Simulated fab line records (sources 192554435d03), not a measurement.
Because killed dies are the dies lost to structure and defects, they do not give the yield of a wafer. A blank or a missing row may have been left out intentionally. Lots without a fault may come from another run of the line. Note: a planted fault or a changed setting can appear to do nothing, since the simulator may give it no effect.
Matching of chambers :: flow n5 finfet :: 4 sister chambers for N5_BEOL_M13_DESCUM_15 on rie diel-04
The step chemistry O2, time 7.9 s. 4 wafers are shown with their chamber, then 12 later ones without.

## WAFERS, EACH WITH ITS CHAMBER
wafer: L084.2
chamber: 3
showerhead plenum p Torr (Torr): 2.07

wafer: L087.3
chamber: 2
showerhead plenum p Torr (Torr): 1.98

wafer: L085.1
chamber: 1
showerhead plenum p Torr (Torr): 2.03

wafer: L085.6
chamber: 0
showerhead plenum p Torr (Torr): 2.04

## WAFERS WHOSE CHAMBER IS MISSING
wafer: L088.3
showerhead plenum p Torr (Torr): 2.04

wafer: L088.5
showerhead plenum p Torr (Torr): 2.06

wafer: L088.6
showerhead plenum p Torr (Torr): 2.04

wafer: L094.2
showerhead plenum p Torr (Torr): 2.04

wafer: L094.3
showerhead plenum p Torr (Torr): 1.97

wafer: L094.6
showerhead plenum p Torr (Torr): 2.02

wafer: L090.1
showerhead plenum p Torr (Torr): 2.02

wafer: L090.2
showerhead plenum p Torr (Torr): 2.03

wafer: L090.6
showerhead plenum p Torr (Torr): 2.03

wafer: L096.1
showerhead plenum p Torr (Torr): 1.97

wafer: L096.2
showerhead plenum p Torr (Torr): 2.06

wafer: L096.4
showerhead plenum p Torr (Torr): 2.02

## WHICH CHAMBER EACH ONE RAN IN
wafer: L088.3
from the rows above: can't be placed: 0 or 1
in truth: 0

wafer: L088.5
from the rows above: can't be placed: 3 or 0
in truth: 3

wafer: L088.6
from the rows above: can't be placed: 0 or 1
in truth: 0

wafer: L094.2
from the rows above: can't be placed: 0 or 1
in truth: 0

wafer: L094.3
from the rows above: 2
in truth: 2

wafer: L094.6
from the rows above: can't be placed: 1 or 0
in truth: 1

wafer: L090.1
from the rows above: can't be placed: 1 or 0
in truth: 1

wafer: L090.2
from the rows above: can't be placed: 1 or 0
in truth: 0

wafer: L090.6
from the rows above: can't be placed: 1 or 0
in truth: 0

wafer: L096.1
from the rows above: 2
in truth: 2

wafer: L096.2
from the rows above: can't be placed: 3 or 0
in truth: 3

wafer: L096.4
from the rows above: can't be placed: 1 or 0
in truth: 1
Correctly placed: 2 of 12. Not placeable from these rows: 10 (in 10, the candidates include the true chamber). Wrongly placed: 0.
How it was worked out, from the rows above alone: a wafer's distance from a chamber is the root of the sum, over the readings, of the square of ((its reading less the chamber's mean) divided by the reading's scatter). If the next closest chamber is less than 2 further off than the closest, the wafer can't be placed; otherwise it belongs to the closest. A chamber's mean is the mean of its shown wafers. The scatter: root of mean squared gap, hidden wafer to nearest shown wafer, with one shown wafer a chamber.
